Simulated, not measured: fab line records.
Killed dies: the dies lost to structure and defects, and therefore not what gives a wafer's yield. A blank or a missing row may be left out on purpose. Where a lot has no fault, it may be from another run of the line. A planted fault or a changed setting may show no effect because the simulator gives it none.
Comparing a struck lot with a sound one | flow nandHarc | 13 out of 1302 route steps
Sound: these wafers, L492.3, L492.4, L492.5. The struck wafers were L510.3, L510.5, L510.6. The cause comes at the end.
Order at every step that has rows: each side's tool, ch and its chambers, its first start. Under that, the readings that differ: sound wafers | struck wafers | difference of the means | sigmas: that difference in standard deviations of wafers without a fault.
alike: readings with means less than 2 such deviations apart, plus words and numbers identical on both sides. not compared: withheld readings, readings lacking a value on some wafer, bounds such as >300 that could conceal the same value, and numbers that have no deviation in the record and whose values overlap.
A row with sigmas, a row that says differs or no value, or rows on one side alone: a step with any of these is where the two part. Non-overlapping numbers with no deviation appear without sigmas and do not part them. Lack of a reading on every wafer of one side parts them only where that side has two or more wafers.

first, 1 step without rows for these wafers: NHARC_A_CHANNEL_FILL_D1_ALD_03 (deposits SiNx, target thk 6 nm, pulse time 60 s, ald cycles 58).
NHARC_A_CHANNEL_FILL_D1_ALD_14: deposits SiO2, target thk 2.5 nm, pulse time 10 s, ald cycles 25.
  sound on aldHk-01 ch 0,1,3, day 9 06:32; struck on aldHk-01 ch 0,1,3, day 16 22:52
  alike: heaterPowerW, precursorPulseHeightRel
NHARC_A_CHANNEL_FILL_D1_ALD_15: deposits SiNx, target thk 2 nm, pulse time 60 s, ald cycles 19.
  sound on aldSinBatch-02 ch 0; struck on aldSinBatch-02 ch 0, day 17 02:04
  alike: precursorPulseHeightRel
NHARC_A_CHANNEL_FILL_D1_ALD_16: deposits SiO2, target thk 1.5 nm, pulse time 10 s, ald cycles 15.
  sound on aldHk-03 ch 0,2,3, day 9 11:44; struck on aldHk-04 ch 0,1, day 17 04:11
  alike: heaterPowerW, precursorPulseHeightRel
then, 3 steps without rows for these wafers: NHARC_A_CHANNEL_FILL_D1_ANNEAL_17 (time 1800 s); NHARC_A_CHANNEL_FILL_D1_CVD_18 (deposits poly-Si, target thk 3 nm); NHARC_A_CHANNEL_FILL_D1_ETCHBACK_19 (etches the open film in HBr/Cl2, target depth 5 nm, time 1.7 s).
NHARC_A_CHANNEL_FILL_D1_ETCHBACK_20: etches the open film in C4F8/O2/Ar, target depth 27 nm, time 13.5 s.
  sound on rieDiel-13 ch 1,2,3, day 9 23:47; struck on rieDiel-09 ch 0,2,3, day 17 18:43
reading             | sound          | struck         | difference | sigmas
oesProductAu (a.u.) | 1.01 1.01 1.01 | 0.92 0.93 0.92 | -0.09      | -3
  alike: chamberPressureMTorr, rfVppV
  not compared: rfHoursCounterH
NHARC_A_CHANNEL_FILL_D1_STRIP_28: strips in O2, time 20 s.
  sound on rieDiel-13 ch 0,1,3, day 9 23:52; struck on rieDiel-09 ch 2,3, day 17 18:48
  alike: chamberPressureMTorr, drypumpMotorCurrentA, oesProductAu, rfVppV, showerheadPlenumPTorr, throttleValvePct
  not compared: rfHoursCounterH
then, 3 steps without rows for these wafers: NHARC_A_CHANNEL_FILL_D1_PRECLEAN_21 (cleans in dHF, time 30 s); NHARC_A_CHANNEL_FILL_D1_SRD_23; NHARC_A_CHANNEL_FILL_D1_CVD_05 (deposits poly-Si, target thk 5 nm).
NHARC_A_CHANNEL_FILL_D1_ANNEAL_22: time 7200 s.
  sound on furnace-05 ch 0, day 10 07:36; struck on furnace-05, day 18 03:34
  no value came back on the struck wafers for runLengthS (s), spikeTcBottomC (C), spikeTcCentreC (C), tube_center_temp_C_max; on the sound wafers runLengthS (s) reads 7242 7242 7242

== WHERE THEY PART ==
First at NHARC_A_CHANNEL_FILL_D1_ETCHBACK_20; last, within this record, at NHARC_A_CHANNEL_FILL_D1_ANNEAL_22.

WHY: whatever the simulator had introduced
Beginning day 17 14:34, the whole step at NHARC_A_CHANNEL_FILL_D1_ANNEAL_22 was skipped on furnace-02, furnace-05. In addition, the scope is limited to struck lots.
